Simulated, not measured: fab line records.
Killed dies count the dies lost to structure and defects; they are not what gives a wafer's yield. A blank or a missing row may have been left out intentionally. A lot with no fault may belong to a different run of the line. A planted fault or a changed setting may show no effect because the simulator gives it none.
A lot that was struck, set against a sound lot :: flow nand-harc :: 15 out of 1159 route steps
Sound: the wafers L314.3, L314.4, L314.6. Struck: wafers L318.1, L318.6. (L318.4 of the same lot was not struck and is left out.) The cause comes at the end.
Order at every step that has rows: each side's tool, ch and its chambers, its first start. Under that, the readings that differ: sound wafers :: struck wafers :: difference of the means :: sigmas: that difference in standard deviations of wafers without a fault.
alike: readings whose means differ by less than 2 such deviations, and words and numbers that are the same on both sides. not compared: withheld readings, readings that some wafer has no value for, bounds like >300 that may hide the same value, and numbers for which the record gives no deviation and whose values overlap.
The two part at a step that has a row with sigmas, a row that says differs or no value, or rows on one side only. Numbers that have no deviation but don't overlap get no sigmas and don't part them. Lack of a reading on every wafer of one side parts them only where that side has two or more wafers.

first, 8 steps without rows for these wafers: NHARC_A_SLIT_DEHYDRATE_01 (time 120 s); NHARC_A_SLIT_HMDS_02 (time 30 s); NHARC_A_SLIT_COAT_03 (resist thk 90 nm); NHARC_A_SLIT_SOFTBAKE_04 (time 55 s); NHARC_A_SLIT_EBR_05; NHARC_A_SLIT_EXPOSE_06 (exposes mask SLIT); NHARC_A_SLIT_PEB_07 (peb time 65 s); NHARC_A_SLIT_DEVELOP_08 (develop time 35 s).
NHARC_A_SLIT_CD_MEAS_09: the cd target is 300 nm.
  sound on cd-sem-03 ch 0, day 15 05:41; struck on cd-sem-02 ch 0, day 17 02:42
  alike: cd-nm
NHARC_A_SLIT_OVL_MEAS_10:
  sound on overlay-01 at day 15 05:46; struck on overlay-02 at day 17 02:48
reading: overlay-y-nm (nm)
sound: 0.8 0.9 0.4
struck: -0.9 -1.3
difference: -1.8
sigmas: -2
  alike: overlay-x-nm
NHARC_A_SLIT_INSPECT_11:
  sound on defect-inspect-01 at day 15 05:49; struck on defect-inspect-01 at day 17 02:50
  alike: raw-defect-count
NHARC_A_SLIT_DESCUM_14: chemistry O2, time 3 s.
  sound on rie-diel-07 ch 1,2,3, day 15 05:52; struck on rie-diel-06 ch 0,2, day 17 02:54
reading: oes-product-au (a.u.)
sound: 0.991 0.999 0.980
struck: 1.024 1.004
difference: +0.024
sigmas: +2
  alike: drypump-motor-current-A, rf-vpp-V, showerhead-plenum-p-Torr, throttle-valve-pct
  not compared: rf-hours-counter-h
NHARC_A_SLIT_ETCH_24: etches the open film in CF4/CHF3, target depth 121 nm, time 60.5 s.
  sound on rie-diel-07 ch 0,1,3, day 15 05:57; struck on rie-diel-06 ch 3, day 17 02:59
reading: oes-product-au (a.u.)
sound: 0.950 0.962 0.960
struck: 0.867 0.870
difference: -0.089
sigmas: -6
  alike: drypump-motor-current-A, rf-vpp-V, showerhead-plenum-p-Torr, throttle-valve-pct
  not compared: rf-hours-counter-h
NHARC_A_SLIT_ETCH_15: etches the open film in O2/COS, target depth 3200 nm, time 832 s.
  sound on rie-diel-07 ch 0,1,3; struck on rie-diel-06 ch 0,3
  alike: drypump-motor-current-A, oes-product-au, rf-vpp-V, showerhead-plenum-p-Torr, throttle-valve-pct
  not compared: rf-hours-counter-h
-- the record jumps here: 5 days lie between the struck wafers' starts before and after (it left off in module A_SLIT and takes up again in module END, whose first step shown is number 1159 of the route) --
NHARC_END_SORT_01:
  sound on prober-01 ch 0, day 20 07:51; struck on prober-02 ch 0, day 22 13:49
reading: hold
sound: - - -
struck: await-dispo/0.2h/release await-dispo/0.2h/release
difference: no value on the sound wafers
sigmas: 

reading: killed-dies
sound: 32 20 26
struck: 58 41
difference: +24
sigmas: +2
  alike: killed-at-array, killed-at-other, killed-at-periphery, killed-open, killed-short

WHERE THEY PART
At NHARC_A_SLIT_OVL_MEAS_10 first; at NHARC_END_SORT_01 last (within this record only).

WHY: the cause the simulator had injected
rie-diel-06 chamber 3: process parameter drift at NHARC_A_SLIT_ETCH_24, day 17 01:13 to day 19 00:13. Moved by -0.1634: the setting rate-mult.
